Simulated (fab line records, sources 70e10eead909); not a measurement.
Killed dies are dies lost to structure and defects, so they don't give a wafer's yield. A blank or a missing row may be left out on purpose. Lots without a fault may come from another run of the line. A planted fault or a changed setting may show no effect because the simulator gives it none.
Which tool did it? | flow nand_harc | 14 lots, 42 wafers sampled, at 4 steps of a route of 1302

WHAT THE GAUGES READ, wafer by wafer
NHARC_A_SOURCE_PLATE_THK_MEAS_06: measures by ellipsometry. Usual: thk_nm 199.5 nm, standard deviation 2.2.
lot  | measured     | on            | thk_nm (nm)       | flag
L254 | day 7 13:36  | film_metro-01 | 200.8 196.6 200.2 |
L255 | day 8 01:14  | film_metro-01 | 199.2 197.5 198.4 |
L257 | day 9 00:52  | film_metro-02 | 203.5 202.0 203.3 |
L258 | day 9 08:14  | film_metro-01 | 201.2 199.5 201.7 |
L259 | day 9 19:14  | film_metro-02 | 196.5 197.0 199.3 |
L260 | day 10 05:23 | film_metro-02 | 198.6 198.9 200.2 |
L261 | day 10 20:17 | film_metro-01 | 200.6 202.6 200.2 |
L262 | day 11 02:47 | film_metro-01 | 199.6 201.9 198.8 |
L264 | day 12 01:05 | film_metro-01 | 204.1 201.9 201.9 |
L265 | day 12 05:54 | film_metro-01 | 199.8 198.8 198.8 |
L269 | day 14 03:22 | film_metro-01 | 198.1 199.5 199.0 |
L270 | day 14 21:56 | film_metro-01 | 200.4 201.3 199.5 |
L275 | day 16 01:37 | film_metro-01 | 197.2 197.1 195.9 |
L277 | day 17 09:11 | film_metro-01 | 202.4 202.0 200.8 |

NHARC_A_ONON_D1_THK_MEAS_21: measures by ellipsometry. Usual: thk_nm 1001 nm, standard deviation 8.6.
lot  | measured     | on            | thk_nm (nm)    | flag
L254 | day 8 02:55  | film_metro-02 | 1003 1004 1003 |
L255 | day 8 12:31  | film_metro-01 | 984 981 982    |
L257 | day 9 11:56  | film_metro-02 | 1008 1009 1010 |
L258 | day 9 21:17  | film_metro-01 | 992 992 992    |
L259 | day 10 15:12 | film_metro-02 | 991 993 992    |
L260 | day 10 15:13 | film_metro-01 | 1007 1007 1009 |
L261 | day 11 07:30 | film_metro-01 | 990 989 990    |
L262 | day 11 14:35 | film_metro-01 | 998 997 999    |
L264 | day 12 15:32 | film_metro-01 | 1002 1001 1002 |
L265 | day 12 15:32 | film_metro-01 | 999 999 1000   |
L269 | day 14 14:34 | film_metro-01 | 1014 935 1014  |
L270 | day 15 09:11 | film_metro-01 | 1018 935 1018  |
L275 | day 16 13:17 | film_metro-02 | 1003 1004 1003 |
L277 | day 17 20:22 | film_metro-02 | 998 998 997    |

WHICH TOOL RAN EACH LOT (tool, then ch and the chambers of the sampled wafers, then the start)
lot  | NHARC_A_ZERO_WELL_RTA_16         | NHARC_A_ONON_D1_DEP_19
L254 | rtp_anneal-01 ch 0, day 6 17:23  | pecvd_onon-03 ch 0, day 8 02:25
L255 | rtp_anneal-01 ch 0, day 7 05:13  | pecvd_onon-04 ch 0, day 8 12:04
L257 | rtp_anneal-02 ch 0, day 8 04:29  | pecvd_onon-03 ch 0, day 9 11:26
L258 | rtp_anneal-02 ch 0, day 8 09:38  | pecvd_onon-03 ch 0, day 9 20:50
L259 | rtp_anneal-01 ch 0, day 8 21:47  | pecvd_onon-04 ch 0, day 10 14:44
L260 | rtp_anneal-02 ch 0, day 9 07:10  | pecvd_onon-01 ch 0, day 10 14:41
L261 | rtp_anneal-02 ch 0, day 9 18:14  | pecvd_onon-01 ch 0, day 11 07:00
L262 | rtp_anneal-02 ch 0, day 10 06:05 | pecvd_onon-04 ch 0, day 11 14:04
L264 | rtp_anneal-01 ch 0, day 11 03:53 | pecvd_onon-04 ch 0, day 12 15:02
L265 | rtp_anneal-02 ch 0, day 11 10:04 | pecvd_onon-03 ch 0, day 12 15:05
L269 | rtp_anneal-02 ch 0, day 13 06:33 | pecvd_onon-04 ch 0, day 14 14:04
L270 | rtp_anneal-02 ch 0, day 14 02:52 | pecvd_onon-04 ch 0, day 15 08:51
L275 | rtp_anneal-01 ch 0, day 15 06:04 | pecvd_onon-03 ch 0, day 16 12:46
L277 | rtp_anneal-02 ch 0, day 16 07:46 | pecvd_onon-03 ch 0, day 17 19:52
- NHARC_A_ZERO_WELL_RTA_16: time 10 s.
- NHARC_A_ONON_D1_DEP_19: target thk 1000 nm.

WHAT THE TOOLS THEMSELVES READ (means of the sampled wafers that have a number; where no wafer has one, the mark that the record gives instead)
NHARC_A_ZERO_WELL_RTA_16. Usual: lamp_power_pct 32.0 %, standard deviation 0.41; wafer_temp_C_max 1004.3, standard deviation 0.89.
lot  | tool          | lamp_power_pct (%) | wafer_temp_C_max | flag
L254 | rtp_anneal-01 | 31.5               | 1004.5           |
L255 | rtp_anneal-01 | 31.6               | 1004.9           |
L257 | rtp_anneal-02 | 32.3               | 1003.8           |
L258 | rtp_anneal-02 | 32.3               | 1004.7           |
L259 | rtp_anneal-01 | 31.6               | 1004.6           |
L260 | rtp_anneal-02 | 32.3               | 1003.7           |
L261 | rtp_anneal-02 | 32.4               | 1004.2           |
L262 | rtp_anneal-02 | 32.4               | 1004.4           |
L264 | rtp_anneal-01 | 31.6               | 1003.7           |
L265 | rtp_anneal-02 | 32.3               | 1003.9           |
L269 | rtp_anneal-02 | 32.3               | 1004.7           |
L270 | rtp_anneal-02 | 32.3               | 1003.8           |
L275 | rtp_anneal-01 | 31.5               | 1004.7           |
L277 | rtp_anneal-02 | 32.4               | 1004.7           |

NHARC_A_ONON_D1_DEP_19. Usual: n2_flow_sccm 2750 sccm, standard deviation 8.3.
lot  | tool          | n2_flow_sccm (sccm) | flag
L254 | pecvd_onon-03 | 2760                |
L255 | pecvd_onon-04 | 2756                |
L257 | pecvd_onon-03 | 2739                |
L258 | pecvd_onon-03 | 2755                |
L259 | pecvd_onon-04 | 2739                |
L260 | pecvd_onon-01 | 2755                |
L261 | pecvd_onon-01 | 2741                |
L262 | pecvd_onon-04 | 2746                |
L264 | pecvd_onon-04 | 2749                |
L265 | pecvd_onon-03 | 2754                |
L269 | pecvd_onon-04 | 2760                |
L270 | pecvd_onon-04 | 2750                |
L275 | pecvd_onon-03 | 2749                |
L277 | pecvd_onon-03 | 2746                |

THE ANSWER, worked out from the rows above alone
Rule: a lot is off if the mean of its wafers that have a number lies more than 3 standard deviations from the usual mean. A lot without any number at a reading at which 4 lots or more have one is off too. The other lots that the step has rows for count as sound. The gauges are gone through in route order, then the tools' own readings, and for those a lot's mean is taken as printed above. The first step at which some lot is off is used, and at that step the reading that is off furthest; a lot without a number counts as furthest.
No lot is off at any reading shown: from this, nothing can be told.

WHAT THE SIMULATOR HAD PUT IN
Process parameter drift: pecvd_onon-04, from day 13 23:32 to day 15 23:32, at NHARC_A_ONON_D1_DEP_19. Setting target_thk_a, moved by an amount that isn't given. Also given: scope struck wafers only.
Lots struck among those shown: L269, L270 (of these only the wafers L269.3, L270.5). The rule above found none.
